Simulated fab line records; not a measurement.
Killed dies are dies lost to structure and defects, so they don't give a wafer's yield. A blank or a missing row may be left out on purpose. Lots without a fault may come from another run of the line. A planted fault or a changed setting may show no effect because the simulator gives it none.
fab line records	flow nandHarc
[record] lots = 12	wafers = 36	lastDay = 24
route steps=1159 shown P_M1@312 P_M2@334 END@1159
lots that met no fault: from a run of the same line without faults
startH: the number of hours between the record's first day and the start of the first shown wafer of the lot	waitH: how many hours have passed since the lot's step before this one	" unchanged from the row above	L1.1+2: one row covering several wafers at once	- either no value or no given start	* or withheld: withheld	< > ~ a bound
route shown NAME@n: a module of which the file shows steps, and the number in the route of the first	usual: mean/standard deviation taken from wafers without a fault	same: alike in all rows	chamber/n: place in a boat	sites: the reading at each site	_std_site: the values' standard deviation	_edge_site: inner sites' mean taken away from outer sites' mean	radiusMm: how far each site lies from the wafer's centre	mask NAME#n: copy n	behind: the most recent tool/chamber to have shaped the wafer	hold: why the lot went on hold/how many hours it stayed there/how the hold came to an end	device: which transistor (n, p or np) failed to switch	end of line: the route-end tests of the same wafers	for a step that has no rows: nothing shown but its recipe	killed: the dies lost at the first sort to structure and to defects; this is not the yield of the wafer	map: dies across one wafer; x = killed, . = not, _ = none there
set.NAME: the setting that was run; set.NAME@STEP: the one run at that earlier step	model.NAME: the simulator's own value behind a step, which no gauge read
one table for each step of the route and one row for each wafer, over a sample of lots
services: when a tool's chamber went out of use (startH, in hours from the record's first day, below 0 if earlier), for how many hours, and the reason
[[steps]]
[step NHARC_P_M1_THK_MEAS_24]
[recipe] thkMeasGauge = xrf
[usual] thkNm = 157.5/1.5
lot.wafer	tool	chamber	startH	waitH	thkNm
L477.1	filmMetro-02	-	125.41	-	158.6
L477.4	"	-	"	"	157.4
L477.6	"	-	"	"	157.5
L478.4	filmMetro-01	-	138.47	-	157.4
L478.5	"	-	"	"	159.5
L478.6	"	-	"	"	159.6
L479.1	filmMetro-01	-	138.96	-	159.2
L479.3	"	-	"	"	158.2
L479.6	"	-	"	"	156.1
L482.2	filmMetro-01	-	155.23	-	158.7
L482.4	"	-	"	"	159.1
L482.6	"	-	"	"	159.9
L483.1	filmMetro-01	-	156.40	-	156.4
L483.5	"	-	"	"	155.8
L483.6	"	-	"	"	157.2
L484.1	filmMetro-02	-	163.43	-	158.2
L484.4	"	-	"	"	157.8
L484.6	"	-	"	"	158.8
L486.3	filmMetro-02	-	173.76	-	159.5
L486.4	"	-	"	"	160.0
L486.5	"	-	"	"	158.1
L485.2	filmMetro-02	-	176.53	-	159.1
L485.4	"	-	"	"	158.6
L485.6	"	-	"	"	158.5
L491.1	filmMetro-01	-	200.83	-	158.3
L491.4	"	-	"	"	156.9
L491.5	"	-	"	"	156.1
L492.2	filmMetro-01	-	216.95	-	157.2
L492.4	"	-	"	"	157.4
L492.5	"	-	"	"	158.7
L494.1	filmMetro-02	-	227.74	-	158.7
L494.3	"	-	"	"	158.2
L494.6	"	-	"	"	158.9
L497.3	filmMetro-01	-	243.36	-	157.2
L497.5	"	-	"	"	155.4
L497.6	"	-	"	"	157.5
[step NHARC_P_M1_DEP_33]
[recipe] targetThkA = 300	tempC = 370	targetThkNm = 30	pressureTorr = 3	flowSccm = 200	rfW = 450	material = SiCN
[usual] heaterPowerW = 597/57	susceptorTempC = 369.97/0.24
lot.wafer	tool	chamber	startH	waitH	heaterPowerW	susceptorTempC
L477.1	pecvd-04	2	125.81	0.1	729	369.87
L477.4	"	0	"	"	639	370.26
L477.6	"	1	"	"	601	369.77
L478.5	pecvd-03	0	138.90	0.2	551	370.15
L478.4	"	1	"	"	497	369.77
L478.6	"	2	"	"	524	370.46
L479.1	pecvd-04	2	139.26	0.1	684	369.97
L479.3	"	1	"	"	500	369.93
L479.6	"	0	"	"	584	370.36
L482.2	pecvd-04	2	155.54	0.1	676	369.89
L482.4	"	0	"	"	667	370.08
L482.6	"	1	"	"	580	370.53
L483.1	pecvd-03	1	156.83	0.1	583	369.95
L483.5	"	2	"	"	574	369.82
L483.6	"	1	"	"	574	369.84
L484.1	pecvd-04	2	163.74	0.1	744	369.90
L484.4	"	0	"	"	552	369.81
L484.6	"	1	"	"	575	369.82
L486.3	pecvd-02	2	174.10	0.1	552	369.88
L486.5	"	1	"	"	581	370.13
L486.4	"	2	"	"	549	369.94
L485.2	pecvd-04	2	176.89	0.1	711	370.00
L485.4	"	2	"	"	716	369.75
L485.6	"	0	"	"	578	370.07
L491.1	pecvd-03	2	201.22	0.1	529	369.68
L491.5	"	1	"	"	621	370.11
L491.4	"	2	"	"	519	369.76
L492.2	pecvd-02	2	217.29	0.1	533	370.11
L492.4	"	2	"	"	546	370.08
L492.5	"	0	"	"	606	370.20
L494.1	pecvd-02	2	228.04	0.1	555	370.27
L494.3	"	0	"	"	740	369.78
L494.6	"	0	"	"	569	369.63
L497.3	pecvd-04	0	243.75	0.1	659	369.74
L497.5	"	2	"	"	686	370.24
L497.6	"	0	"	"	667	369.92
[step NHARC_P_M2_CD_MEAS_16]
[usual] cdNm = 170.1/0.65
lot.wafer	tool	chamber	startH	waitH	cdNm
L477.1	cdSem-01	-	127.47	-	170.3
L477.4	"	-	"	"	170.3
L477.6	"	-	"	"	170.4
L478.4	cdSem-01	-	140.73	-	170.4
L478.5	"	-	"	"	170.4
L478.6	"	-	"	"	169.7
L479.1	cdSem-01	-	140.98	-	171.0
L479.3	"	-	"	"	170.6
L479.6	"	-	"	"	170.6
L482.2	cdSem-03	-	157.21	-	170.7
L482.4	"	-	"	"	171.2
L482.6	"	-	"	"	171.1
L483.1	cdSem-02	-	158.50	-	170.2
L483.5	"	-	"	"	169.5
L483.6	"	-	"	"	169.8
L484.1	cdSem-01	-	165.47	-	170.0
L484.4	"	-	"	"	169.7
L484.6	"	-	"	"	169.7
L486.3	cdSem-02	-	175.68	-	170.9
L486.4	"	-	"	"	170.6
L486.5	"	-	"	"	171.3
L485.2	cdSem-01	-	178.58	-	170.2
L485.4	"	-	"	"	169.7
L485.6	"	-	"	"	169.9
L491.1	cdSem-02	-	202.96	-	169.8
L491.4	"	-	"	"	168.8
L491.5	"	-	"	"	169.1
L492.2	cdSem-02	-	218.99	-	170.5
L492.4	"	-	"	"	170.1
L492.5	"	-	"	"	170.1
L494.1	cdSem-01	-	229.81	-	170.2
L494.3	"	-	"	"	170.3
L494.6	"	-	"	"	169.9
L497.3	cdSem-02	-	245.28	-	170.7
L497.5	"	-	"	"	169.8
L497.6	"	-	"	"	170.7
[step NHARC_P_M2_ETCH_28]
[recipe] targetDepthA = 300	overEtchFrac = 0.3	timeS = 72.99	ionEnergyEv = 150	cf4FlowSccm = 50	n2FlowSccm = 100	arFlowSccm = 150	rfW = 300	biasW = 100	chemistry = CF4/N2
[usual] drypumpMotorCurrentA = 6.0/0.38	oesProductAu = 1.000/0.0093	rfVppV = 314.7/1.6	runLengthS = 94.2/0.41	showerheadPlenumPTorr = 2.66/0.079	throttleValvePct = 19.795/0.0095
[same] overEtchFrac = 0.3
lot.wafer	tool	chamber	startH	waitH	drypumpMotorCurrentA	oesProductAu	rfHoursCounterH	rfVppV	runLengthS	showerheadPlenumPTorr	throttleValvePct
L477.4	rieDiel-12	1	127.78	-	5.6	0.997	4	315.6	94.5	2.64	19.787
L477.1	"	3	"	"	5.5	0.990	4	314.5	94.3	2.63	19.794
L477.6	"	2	"	"	6.4	1.007	-	314.5	94.4	2.63	19.797
L478.4	rieDiel-12	2	141.05	-	6.4	1.000	4	314.1	94.4	2.63	19.800
L478.5	"	0	"	"	6.3	0.991	-	315.9	93.7	2.78	19.800
L478.6	"	1	"	"	5.6	0.986	-	315.8	94.3	2.64	19.789
L479.3	rieDiel-12	0	141.32	-	6.3	0.979	4	315.7	94.2	2.78	19.790
L479.1	"	1	"	"	5.6	0.992	4	315.7	94.2	2.64	19.805
L479.6	"	3	"	"	5.5	1.000	-	314.2	94.0	2.63	19.796
L482.2	rieDiel-09	0	157.53	-	5.4	1.008	16	315.3	93.4	2.72	19.788
L482.4	"	1	"	"	6.0	1.001	17	313.0	94.7	2.55	19.800
L482.6	"	3	"	"	6.3	1.025	-	313.8	94.1	2.59	19.790
L483.1	rieDiel-09	2	158.88	-	6.1	0.997	17	315.6	94.4	2.73	19.787
L483.5	"	3	"	"	6.3	1.004	-	310.9	94.0	2.59	19.789
L483.6	"	0	"	"	5.4	0.999	-	315.4	93.8	2.72	19.801
L484.4	rieDiel-12	1	165.78	-	5.6	0.996	5	315.0	94.6	2.64	19.784
L484.1	"	3	"	"	5.5	1.005	5	313.7	94.0	2.63	19.805
L484.6	"	1	"	"	5.6	0.998	-	314.4	94.7	2.64	19.790
L486.3	rieDiel-08	1	175.99	-	6.5	1.006	4	315.1	93.8	2.71	19.802
L486.4	"	3	"	"	6.3	1.007	10	314.7	94.0	2.72	19.793
L486.5	"	1	"	"	6.5	1.009	-	315.5	93.8	2.71	19.810
L485.2	rieDiel-12	0	178.90	-	6.3	0.999	6	316.4	93.8	2.78	19.807
L485.4	"	2	"	"	6.4	1.014	-	313.7	94.6	2.63	19.789
L485.6	"	0	"	"	6.3	0.999	-	316.9	93.7	2.78	19.807
L491.4	rieDiel-08	0	203.50	-	6.0	0.986	29	316.5	93.9	2.73	19.805
L491.1	"	1	"	"	6.5	1.008	14	316.2	93.9	2.70	19.791
L491.5	"	3	"	"	6.4	1.004	-	315.5	93.8	2.71	19.794
L492.4	rieDiel-12	2	219.30	-	6.5	1.017	0	312.3	98.9	2.63	19.803
L492.2	"	0	"	"	6.3	1.011	0	317.3	97.4	2.78	19.784
L492.5	"	3	"	"	5.5	1.010	-	314.6	97.8	2.63	19.779
L494.1	rieDiel-12	2	230.16	-	6.4	1.004	1	313.0	98.3	2.63	19.791
L494.3	"	0	"	"	6.3	1.006	1	317.4	97.5	2.78	19.796
L494.6	"	2	"	"	6.4	0.998	-	313.7	98.4	2.63	19.799
L497.3	rieDiel-09	1	245.64	-	6.0	0.995	31	312.7	94.2	2.55	19.811
L497.6	"	1	"	"	6.0	1.005	-	311.0	94.2	2.55	19.796
L497.5	"	0	"	"	5.4	0.999	-	315.8	93.2	2.72	19.805
[step NHARC_END_SORT_01]
[recipe] tempC = 25
[usual] defectLimitedYield = 95.7/1.5	killedAtArray = 26/9.9	killedAtOther = 0.8/1	killedAtPeriphery = 2.8/2.2	killedDies = 29/9.9	killedOpen = 3.2/1.8	killedShort = 2.1/1.4	sort_bin_2_pct = 1.3/0.54	sort_bin_3_pct = 0.23/0.2	sort_bin_4_pct = 2.8/1	sortNPass = 648/9.9	sortRimYieldPct = 95/3.5	sortYieldPct = 95.7/1.5
[same] grossDies = 677	sort_bin_5_pct[%] = 0	sort_bin_6_pct[%] = 0	sort_bin_7_pct[%] = 0	sort_bin_8_pct[%] = 0	sortRimNGross = 106.00
lot.wafer	tool	chamber	startH	waitH	defectLimitedYield[%]	killedAtArray	killedAtOther	killedAtPeriphery	killedDies	killedOpen	killedShort	sort_bin_2_pct[%]	sort_bin_3_pct[%]	sort_bin_4_pct[%]	sortNPass	sortRimYieldPct[%]	sortYieldPct[%]
L484.1	prober-02	0	480.93	2.5	93.9	39	0	2	41	6	1	1.8	0.15	4.1	636	86	93.9
L484.4	prober-02	0	483.31	3.4	95.1	31	2	0	33	3	1	1.8	0.30	2.8	644	93	95.1
L484.6	prober-02	0	484.90	4.0	93.5	43	1	0	44	6	1	1.9	0.30	4.3	633	92	93.5
L494.1	prober-01	0	540.71	2.5	94.4	33	2	3	38	1	2	1.5	0.59	3.5	639	95	94.4
L494.3	prober-01	0	542.29	3.1	93.2	39	2	5	46	8	4	3.0	0.44	3.4	631	88	93.2
L494.6	prober-01	0	544.66	4.0	93.4	41	1	3	45	5	0	2.4	0.30	4.0	632	95	93.4
// killed by level:class
L484.1 A_CHANNEL_HOLE_D1:chamberFilmFlake=17 A_SLIT:chamberFilmFlake=11 A_STAIRCASE:chamberFilmFlake=3 A_WL_FILL:geometricParticle:open=2 A_CONTACT:chamberFilmFlake=2 P_CONTACT:geometricParticle:open=1 P_M0:geometricParticle:open=1 A_ONON_D1:geometricParticle:short=1
L484.4 A_CHANNEL_HOLE_D1:chamberFilmFlake=12 A_SLIT:chamberFilmFlake=12 A_CONTACT:geometricParticle:open=2 A_CONTACT:chamberFilmFlake=2 THIN_TSV:chamberFilmFlake=2 A_SGD_CUT:geometricParticle:short=1 A_WL_FILL:geometricParticle:open=1 A_STAIRCASE:chamberFilmFlake=1
L484.6 A_SLIT:chamberFilmFlake=16 A_CHANNEL_HOLE_D1:chamberFilmFlake=12 A_CONTACT:chamberFilmFlake=4 A_CONTACT:geometricParticle:open=3 A_STAIRCASE:chamberFilmFlake=3 A_CHANNEL_FILL_D1:geometricParticle:open=2 A_CHANNEL_FILL_D1:geometricParticle:short=1 A_M1:geometricParticle:open=1
L494.1 A_SLIT:chamberFilmFlake=14 A_CHANNEL_HOLE_D1:chamberFilmFlake=11 A_CONTACT:chamberFilmFlake=5 THIN_TSV:chamberFilmFlake=2 P_STI:geometricParticle:short=1 A_ONON_D1:geometricParticle:open=1 A_CHANNEL_FILL_D1:geometricParticle:short=1 P_STI:chamberFilmFlake=1
L494.3 A_CHANNEL_HOLE_D1:chamberFilmFlake=14 A_SLIT:chamberFilmFlake=10 A_CONTACT:chamberFilmFlake=5 P_M0:geometricParticle:open=2 A_ONON_D1:geometricParticle:open=2 A_WL_FILL:geometricParticle:short=2 A_STAIRCASE:chamberFilmFlake=2 P_GATE:geometricParticle:open=1
L494.6 A_SLIT:chamberFilmFlake=16 A_CHANNEL_HOLE_D1:chamberFilmFlake=15 A_STAIRCASE:chamberFilmFlake=3 A_M0:geometricParticle:open=2 A_WL_FILL:chamberFilmFlake=2 P_M0:geometricParticle:open=1 A_CHANNEL_FILL_D1:geometricParticle:open=1 A_WL_FILL:geometricParticle:open=1
[[services]]
tool	chamber	startH	hours	kind
rieDiel-12	0	107.90	-	clean
rieDiel-12	1	107.90	-	clean
rieDiel-12	2	107.90	-	clean
rieDiel-12	3	107.90	-	clean
pecvd-03	-	111.08	13.0	pm
rieDiel-08	-	124.80	9.0	pm
rieDiel-12	0	132.40	-	clean
rieDiel-12	1	132.40	-	clean
rieDiel-12	2	132.40	-	clean
rieDiel-12	3	132.40	-	clean
rieDiel-08	1	136.12	32.4	repair
rieDiel-12	-	149.33	0.8	repair
rieDiel-08	3	151.84	16.2	repair
pecvd-02	-	153.07	13.0	pm
rieDiel-12	0	156.90	-	clean
rieDiel-12	1	156.90	-	clean
rieDiel-12	2	156.90	-	clean
rieDiel-12	3	156.90	-	clean
pecvd-03	-	159.02	0.9	repair
rieDiel-12	3	178.82	2.8	repair
pecvd-03	1	182.79	6.5	repair
pecvd-04	-	195.36	13.0	pm
rieDiel-12	-	202.40	9.0	pm
rieDiel-09	3	242.61	15.4	repair
[[key]]
[firstSign] step = NHARC_P_M2_ETCH_28	reading = runLengthS	direction = up	sigmas = 9.4	usual = *	struck = *
effect none on later readings
metAt NHARC_P_M2_ETCH_28
struckLots L492,L494
notActingAt NHARC_P_M1_THK_MEAS_24,NHARC_P_M1_DEP_33,NHARC_P_M2_CD_MEAS_16
onsetBetween 178.90 219.30
[fault] kind = processParameterDrift	tool = rieDiel-12	chamber = -	onsetH = 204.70	steps = NHARC_P_M2_ETCH_28	channel = timeS	offset = *	shape = step	endH = 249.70	actsIn = *	stated = *
